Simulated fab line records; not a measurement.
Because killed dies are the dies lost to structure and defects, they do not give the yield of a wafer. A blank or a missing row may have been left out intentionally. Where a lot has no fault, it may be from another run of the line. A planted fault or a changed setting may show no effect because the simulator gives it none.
fab line records    flow nand_harc
[record] lots = 12  wafers = 36  last_day = 34
route steps=1302 shown A_CONTACT@1079 END@1302
lots untouched by any fault: they come from a run of this same line in which no faults occurred
start_h: hours from the record's opening day to when the first of the lot's shown wafers began    wait_h: time in hours since the lot's previous step    " the same as in the row above    L1.1+2: a single row standing in for several wafers    - no value, or no start was given    * or withheld: withheld    < > ~ a bound
route shown NAME@n: names a module that has steps shown in the file, with the first one's number in the route    usual: mean and standard deviation over wafers with no fault    same: alike in all rows    chamber/n: place in a boat    sites: per-site readings    _std_site: the standard deviation of these    _edge_site: outer sites' mean less inner sites'    radius_mm: how far each site lies from the wafer's centre    mask NAME#n: copy n    behind: the tool/chamber that last shaped the wafer    hold: why the lot went on hold/how many hours it stayed there/how the hold came to an end    device: which transistor (n, p or np) failed to switch    end of line: the tests these same wafers got at the end of their route    a step without rows: its recipe alone    killed: at the first sort, the dies lost to defects and structure; wafer yield is something else    map: the dies of a wafer, with x for killed, . for not killed, _ for no die there
set.NAME: the run value of the setting; set.NAME@STEP: its run value at that earlier step    model.NAME: the simulator's own value behind a step, which no gauge read
route steps across a sampled set of lots; one table per step, one row per wafer
services: from which hour (start_h, from the record's first day; less than 0 if before it) a tool's chamber was out of use, for how many hours, and why
[[steps]]
[step NHARC_A_CONTACT_OVL_MEAS_09]
[usual] overlay_x_nm = -0.1/0.87  overlay_y_nm = 0.1/0.86
lot.wafer  tool        chamber  start_h  wait_h  overlay_x_nm  overlay_y_nm
L747.2     overlay-02  -        516.37   -       0.6           -0.5
L747.4     "           -        "        "       0.3           -0.7
L747.5     "           -        "        "       0.9           -0.3
L750.2     overlay-01  -        533.56   -       -1.2          -1.3
L750.4     "           -        "        "       -1.6          -1.6
L750.6     "           -        "        "       -1.3          -2.0
L749.1     overlay-01  -        534.92   -       -0.1          0.3
L749.2     "           -        "        "       0.0           0.2
L749.4     "           -        "        "       0.3           0.6
L751.2     overlay-01  -        546.04   -       -2.1          -0.5
L751.3     "           -        "        "       -2.1          0.5
L751.6     "           -        "        "       -2.2          -0.1
L752.2     overlay-02  -        586.32   -       0.3           -0.4
L752.4     "           -        "        "       -0.3          0.1
L752.6     "           -        "        "       0.0           -0.4
L754.1     overlay-02  -        596.53   -       -0.3          -0.2
L754.5     "           -        "        "       -0.8          -0.2
L754.6     "           -        "        "       -0.5          -0.6
L762.2     overlay-01  -        671.67   -       0.8           0.0
L762.3     "           -        "        "       0.5           -0.4
L762.6     "           -        "        "       0.3           -0.1
L764.2     overlay-02  -        693.82   -       0.2           1.6
L764.3     "           -        "        "       -0.1          1.5
L764.6     "           -        "        "       0.2           1.4
L768.1     overlay-01  -        736.53   -       -0.6          -0.4
L768.2     "           -        "        "       -0.1          -0.2
L768.5     "           -        "        "       -0.3          -0.3
L770.2     overlay-01  -        743.37   -       1.4           0.7
L770.5     "           -        "        "       1.5           0.5
L770.6     "           -        "        "       1.0           0.2
L767.1     overlay-02  -        745.06   -       1.4           0.7
L767.2     "           -        "        "       1.5           0.5
L767.5     "           -        "        "       1.5           0.9
L769.1     overlay-02  -        752.91   -       0.6           0.4
L769.3     "           -        "        "       0.6           0.4
L769.4     "           -        "        "       0.0           0.7
[step NHARC_A_CONTACT_ETCH_88]
[recipe] target_depth_a = 390  over_etch_frac = 0.3  time_s = 65  ion_energy_ev = 80  cf4_flow_sccm = 150  ar_flow_sccm = 0  rf_w = 300  bias_w = 100  chemistry = CF4
[usual] drypump_motor_current_A = 5.5/0.4  oes_product_au = 0.999/0.01  rf_fwd_power_W = 296.7/1.3  rf_vpp_V = 151.6/1.4  showerhead_plenum_p_Torr = 1.79/0.081  throttle_valve_pct = 13.284/0.0084
lot.wafer  tool         chamber  start_h  wait_h  drypump_motor_current_A  oes_product_au  rf_fwd_power_W  rf_hours_counter_h  rf_vpp_V  showerhead_plenum_p_Torr  throttle_valve_pct
L747.4     rie_diel-04  2        516.56   0.1     5.3                      1.001           298.9           40                  148.1     1.64                      13.285
L747.2     "            3        "        "       5.2                      0.998           296.1           47                  150.3     1.66                      13.302
L747.5     "            1        "        "       5.0                      1.010           297.1           -                   151.7     1.82                      13.293
L750.2     rie_diel-02  2        533.77   0.1     5.3                      0.996           296.9           24                  150.0     1.65                      13.276
L750.4     "            3        "        "       6.1                      0.983           297.2           22                  152.0     1.83                      13.289
L750.6     "            1        "        "       5.0                      1.024           298.0           -                   149.9     1.82                      13.291
L749.2     rie_diel-02  0        535.12   0.1     5.7                      1.000           297.7           21                  151.3     1.83                      13.288
L749.1     "            1        "        "       5.0                      1.018           297.9           24                  153.1     1.82                      13.289
L749.4     "            3        "        "       6.1                      0.988           295.5           -                   151.9     1.83                      13.278
L751.3     rie_diel-02  1        546.24   0.1     5.0                      1.012           297.4           26                  151.7     1.82                      13.283
L751.2     "            2        "        "       5.3                      0.992           297.6           25                  149.4     1.65                      13.290
L751.6     "            3        "        "       6.1                      0.999           297.4           -                   152.5     1.83                      13.301
L752.2     rie_diel-02  0        586.53   0.1     5.7                      1.002           297.9           1                   151.4     1.83                      13.289
L752.4     "            0        "        "       5.7                      1.000           298.2           -                   153.2     1.83                      13.291
L752.6     "            1        "        "       5.0                      1.009           297.1           -                   151.0     1.82                      13.285
L754.1     rie_diel-02  2        596.73   0.1     5.3                      1.000           295.9           4                   149.7     1.65                      13.282
L754.6     "            0        "        "       5.7                      1.001           297.8           -                   152.7     1.82                      13.292
L754.5     "            1        "        "       5.0                      1.013           298.5           -                   151.6     1.82                      13.280
L762.3     rie_diel-11  3        671.86   0.1     5.1                      0.991           296.4           16                  152.8     1.86                      13.283
L762.2     "            1        "        "       5.7                      0.988           296.1           15                  148.4     1.69                      13.287
L762.6     "            3        "        "       5.2                      0.995           296.0           -                   153.5     1.86                      13.309
L764.2     rie_diel-02  3        694.00   0.1     6.1                      0.983           297.1           20                  151.9     1.83                      13.286
L764.3     "            2        "        "       5.3                      0.992           294.9           22                  149.2     1.64                      13.287
L764.6     "            3        "        "       6.1                      0.982           295.8           -                   150.9     1.83                      13.283
L768.1     rie_diel-02  3        736.72   0.1     6.1                      0.990           296.4           27                  150.6     1.82                      13.285
L768.2     "            2        "        "       5.3                      0.996           294.9           30                  148.9     1.64                      13.298
L768.5     "            3        "        "       6.1                      0.980           296.2           -                   152.9     1.82                      13.274
L770.2     rie_diel-11  0        743.59   0.1     5.7                      0.998           296.7           40                  151.3     1.88                      13.280
L770.5     "            3        "        "       5.2                      1.010           296.5           -                   153.1     1.85                      13.280
L770.6     "            0        "        "       5.7                      1.012           296.5           -                   153.3     1.88                      13.285
L767.1     rie_diel-02  2        745.24   0.1     5.3                      1.003           297.3           31                  151.1     1.64                      13.272
L767.2     "            0        "        "       5.7                      0.998           298.2           30                  151.8     1.82                      13.285
L767.5     "            3        "        "       6.1                      0.990           295.8           -                   150.8     1.82                      13.291
L769.3     rie_diel-04  1        753.09   0.1     5.0                      1.015           297.2           8                   152.3     1.80                      13.299
L769.4     "            2        "        "       5.3                      0.988           298.6           9                   153.5     1.89                      13.287
L769.1     "            3        "        "       5.2                      0.993           296.1           9                   149.3     1.65                      13.273
[step NHARC_A_CONTACT_ETCH_139]
[recipe] source_w = withheld  pressure_mtorr = 20  bias_v = 400  time_s = 195  target_depth_a = 8400  ar_flow_sccm = withheld  c4f8_flow_sccm = 11.5  o2_flow_sccm = 7.2  chemistry = C4F8/O2/Ar
lot.wafer  tool             chamber  start_h  wait_h  rf_hours_counter_h
L747.2     har_cap_etch-02  1        518.85   0.2     87
L747.4     "                1        "        "       -
L747.5     "                0        "        "       -
L750.2     har_cap_etch-01  1        536.42   0.2     5
L750.4     "                1        "        "       -
L750.6     "                1        "        "       -
L749.2     har_cap_etch-03  1        537.65   0.2     50
L749.1     "                0        "        "       50
L749.4     "                1        "        "       -
L751.2     har_cap_etch-03  1        548.56   0.2     51
L751.3     "                1        "        "       -
L751.6     "                0        "        "       -
L752.2     har_cap_etch-01  0        589.13   0.2     13
L752.4     "                1        "        "       -
L752.6     "                0        "        "       -
L754.1     har_cap_etch-01  1        599.09   0.2     17
L754.5     "                0        "        "       -
L754.6     "                1        "        "       -
L762.2     har_cap_etch-03  0        674.26   0.2     72
L762.3     "                0        "        "       -
L762.6     "                1        "        "       -
L764.2     har_cap_etch-01  0        696.84   0.3     34
L764.3     "                1        "        "       -
L764.6     "                0        "        "       -
L768.2     har_cap_etch-02  0        739.05   0.2     127
L768.1     "                1        "        "       127
L768.5     "                1        "        "       -
L770.2     har_cap_etch-02  1        746.14   0.2     128
L770.6     "                0        "        "       -
L770.5     "                1        "        "       -
L767.1     har_cap_etch-01  0        747.57   0.2     41
L767.2     "                1        "        "       41
L767.5     "                0        "        "       -
L769.1     har_cap_etch-01  1        755.41   0.2     43
L769.3     "                1        "        "       -
L769.4     "                0        "        "       -
[step NHARC_A_CONTACT_ALD_18]
[recipe] target_thk_a = 30  pulse_time_s = 1  ald_cycles = 150  temp_c = 450  material = TiN
[usual] ald_cycles = 150/0  heater_power_w = 1117/84  precursor_pulse_height_rel = 0.997/0.02  susceptor_temp_C = 449.98/0.26
[same] pulse_time_s = 1
lot.wafer  tool          chamber  start_h  wait_h  ald_cycles  heater_power_w  precursor_pulse_height_rel  susceptor_temp_C
L747.4     ald_metal-04  1        520.59   -       150         1139            0.985                       450.27
L747.2     "             2        "        "       150         1264            1.010                       449.89
L747.5     "             0        "        "       150         1146            1.006                       449.89
L750.2     ald_metal-01  0        538.21   -       150         1148            0.991                       -
L750.4     "             3        "        "       150         926             1.002                       -
L750.6     "             0        "        "       150         1202            0.994                       -
L749.2     ald_metal-03  3        540.20   -       150         1144            0.978                       450.15
L749.1     "             1        "        "       150         1203            1.035                       449.57
L749.4     "             2        "        "       150         1051            0.967                       449.93
L751.3     ald_metal-01  3        550.76   -       150         949             0.987                       449.76
L751.2     "             0        "        "       150         1206            0.986                       449.71
L751.6     "             0        "        "       150         1145            0.988                       450.03
L752.2     ald_metal-03  1        590.83   -       150         1131            1.014                       449.78
L752.6     "             3        "        "       150         1149            0.985                       449.96
L752.4     "             1        "        "       150         1127            1.010                       449.94
L754.1     ald_metal-04  2        600.80   -       150         1268            0.999                       449.76
L754.5     "             1        "        "       150         1104            1.000                       449.80
L754.6     "             2        "        "       150         1246            0.994                       449.54
L762.3     ald_metal-03  3        676.00   -       150         1118            0.975                       449.90
L762.2     "             0        "        "       62          1102            1.007                       449.68
L762.6     "             3        "        "       150         1147            0.999                       450.07
L764.2     ald_metal-03  3        698.58   -       150         1138            1.006                       450.23
L764.3     "             0        "        "       62          1085            1.000                       449.70
L764.6     "             0        "        "       62          1123            1.010                       449.80
L768.2     ald_metal-04  3        740.79   -       150         1041            0.984                       449.43
L768.1     "             1        "        "       150         1167            0.994                       449.86
L768.5     "             2        "        "       150         1302            0.990                       449.56
L770.2     ald_metal-01  1        747.93   -       150         1045            1.008                       450.13
L770.6     "             0        "        "       150         1101            0.992                       449.97
L770.5     "             1        "        "       150         1016            0.991                       450.20
L767.2     ald_metal-04  1        749.31   -       150         1161            0.996                       449.97
L767.1     "             2        "        "       150         1282            0.992                       449.92
L767.5     "             0        "        "       150         1121            1.021                       450.24
L769.4     ald_metal-04  1        757.21   -       150         1191            0.972                       450.26
L769.3     "             2        "        "       150         1260            1.035                       449.90
L769.1     "             0        "        "       150         1121            0.994                       449.93
[step NHARC_END_SORT_01]
[recipe] temp_c = 25
[usual] killed_at_array = 52/17  killed_at_other = 0.9/1.2  killed_at_periphery = 3.9/2.7  killed_dies = 57/16  killed_open = 3.3/1.9  killed_short = 2.5/1.5
[same] gross_dies = 677
lot.wafer  tool       chamber  start_h  wait_h  hold                      killed_at_array  killed_at_other  killed_at_periphery  killed_dies  killed_open  killed_short
L749.1     prober-02  0        592.98   2.5     -                         59               0                3                    62           2            1
L749.2     prober-02  0        593.78   2.8     -                         76               0                3                    79           2            2
L749.4     prober-02  0        595.38   3.4     -                         80               0                1                    81           2            4
L762.2     prober-02  0        721.63   2.8     await_dispo/7.8h/release  674              1                2                    677          3            2
L762.3     prober-02  0        722.44   3.2     await_dispo/7.8h/release  49               0                9                    58           4            0
L762.6     prober-02  0        724.87   4.1     await_dispo/7.8h/release  31               1                3                    35           5            2
L764.2     prober-02  0        742.15   2.8     await_dispo/3.4h/release  52               0                3                    55           3            0
L764.3     prober-02  0        742.96   3.1     await_dispo/3.4h/release  673              1                3                    677          2            1
L764.6     prober-02  0        745.41   4.1     await_dispo/3.4h/release  675              1                1                    677          6            1
// killed by level:class
L749.1 A_CHANNEL_HOLE_D1:chamber_film_flake=26 A_CHANNEL_HOLE_D2:chamber_film_flake=23 P_ZERO_WELL:chamber_film_flake=2 A_CHANNEL_FILL_D1:chamber_film_flake=2 A_WL_FILL:chamber_film_flake=2 A_CONTACT:unspecified=2 A_CHANNEL_FILL_D1:geometric_particle:open=1 A_SGD_CUT:geometric_particle:short=1
L749.2 A_CHANNEL_HOLE_D2:chamber_film_flake=34 A_CHANNEL_HOLE_D1:chamber_film_flake=31 A_WL_FILL:chamber_film_flake=3 P_GATE:chamber_film_flake=2 A_ZERO_WELL:chamber_film_flake=2 A_CHANNEL_FILL_D1:geometric_particle:short=1 A_CHANNEL_FILL_D1:geometric_particle:open=1 A_CHANNEL_FILL_D2:geometric_particle:short=1
L749.4 A_CHANNEL_HOLE_D1:chamber_film_flake=32 A_CHANNEL_HOLE_D2:chamber_film_flake=31 A_WL_FILL:chamber_film_flake=3 A_CONTACT:unspecified=3 A_CONTACT:chamber_film_flake=3 A_STAIRCASE:chamber_film_flake=2 P_STI:geometric_particle:short=1 A_CHANNEL_HOLE_D1:geometric_particle:short=1
L762.2 A_CONTACT:area_ald=636 A_SLIT:chamber_film_flake=27 A_STAIRCASE:chamber_film_flake=3 A_CHANNEL_HOLE_D1:chamber_film_flake=2 P_CONTACT:geometric_particle:short=1 P_M0:geometric_particle:open=1 A_CHANNEL_FILL_D1:geometric_particle:open=1 A_ONON_D2:geometric_particle:short=1
L762.3 A_SLIT:chamber_film_flake=27 A_STAIRCASE:chamber_film_flake=8 P_BONDPAD:chamber_film_flake=7 A_CHANNEL_HOLE_D1:chamber_film_flake=4 A_CONTACT:chamber_film_flake=3 P_ZERO_WELL:chamber_film_flake=2 A_BONDPAD:chamber_film_flake=2 A_SOURCE_PLATE:geometric_particle:open=1
L762.6 A_SLIT:chamber_film_flake=12 A_STAIRCASE:chamber_film_flake=6 P_BONDPAD:chamber_film_flake=3 A_CONTACT:chamber_film_flake=3 A_ONON_D2:geometric_particle:open=2 A_ZERO_WELL:chamber_film_flake=2 A_ONON_D1:geometric_particle:short=1 A_CHANNEL_FILL_D1:geometric_particle:open=1
L764.2 A_CHANNEL_HOLE_D1:chamber_film_flake=30 A_CHANNEL_HOLE_D2:chamber_film_flake=9 A_SLIT:chamber_film_flake=5 A_CONTACT:chamber_film_flake=4 A_STAIRCASE:chamber_film_flake=2 P_M2:chamber_film_flake=2 P_M2:geometric_particle:open=1 A_CHANNEL_HOLE_D1:geometric_particle:open=1
L764.3 A_CONTACT:area_ald=598 A_CHANNEL_HOLE_D1:chamber_film_flake=32 A_CHANNEL_HOLE_D2:chamber_film_flake=26 A_SLIT:chamber_film_flake=5 A_CONTACT:chamber_film_flake=4 A_CHANNEL_FILL_D1:chamber_film_flake=3 A_STAIRCASE:chamber_film_flake=3 P_GATE:geometric_particle:short=1
L764.6 A_CONTACT:area_ald=614 A_CHANNEL_HOLE_D1:chamber_film_flake=31 A_CHANNEL_HOLE_D2:chamber_film_flake=8 A_STAIRCASE:chamber_film_flake=5 A_CONTACT:chamber_film_flake=5 A_SLIT:chamber_film_flake=4 A_SGD_CUT:geometric_particle:open=2 A_CHANNEL_FILL_D1:geometric_particle:open=1
[[services]]
tool             chamber  start_h  hours  kind
rie_diel-04      -        498.30   12.0   repair
har_cap_etch-01  -        499.09   17.0   pm
ald_metal-01     -        526.00   10.0   pm
rie_diel-04      -        534.05   9.0    pm
rie_diel-02      3        551.85   5.3    repair
rie_diel-11      1        555.45   7.7    repair
rie_diel-02      -        557.88   4.4    repair
ald_metal-03     3        558.79   27.5   repair
ald_metal-03     -        568.00   10.0   pm
rie_diel-02      -        570.94   9.0    pm
ald_metal-03     0        588.98   31.0   repair
ald_metal-01     2        623.22   16.5   repair
ald_metal-01     -        628.90   1.7    repair
ald_metal-04     -        633.71   2.9    repair
har_cap_etch-03  -        636.97   0.3    repair
ald_metal-03     2        639.61   15.3   repair
ald_metal-04     -        652.00   10.0   pm
ald_metal-03     2        694.87   24.9   repair
ald_metal-01     -        704.00   10.0   pm
ald_metal-04     -        725.54   2.0    repair
ald_metal-04     2        734.02   6.3    repair
ald_metal-03     -        746.00   10.0   pm
rie_diel-02      -        747.94   9.0    pm
har_cap_etch-02  -        754.84   17.0   pm
[[key]]
[first_sign] step = NHARC_A_CONTACT_ALD_18  reading = ald_cycles  direction = down  sigmas = 99+  usual = 150  struck = 62
[effect] step = NHARC_END_SORT_01  reading = killed_dies  direction = up  sigmas = 38  usual = 57  struck = 677
[more_kills_born_at] NHARC_A_CONTACT_ALD_18@ald_metal-03 = 1848
met_at NHARC_A_CONTACT_ALD_18
struck_lots L762,L764
struck_wafers L762.2,L764.3,L764.6
later_rows_left_out L762.2,L764.3,L764.6
tester_left_out L762,L764
not_acting_at NHARC_A_CONTACT_OVL_MEAS_09,NHARC_A_CONTACT_ETCH_88,NHARC_A_CONTACT_ETCH_139
[fault] kind = process_parameter_drift  tool = ald_metal-03  chamber = 0  onset_h = 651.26  steps = NHARC_A_CONTACT_ALD_18  channel = ald_cycles  offset = -88  shape = step  end_h = 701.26  acts_in = these_recipes_only  stated = 150
// tester_left_out: of these lots the tester's yield and bins aren't shown, on N5 and GAA mostly nor the transistor test; their killed dies are dies lost to structure and defects alone, not to doping, threshold or leakage, so they don't give the yield
// later_rows_left_out: the simulator's readings of these wafers behind a module that went badly wrong aren't trusted and aren't shown, but for the sort
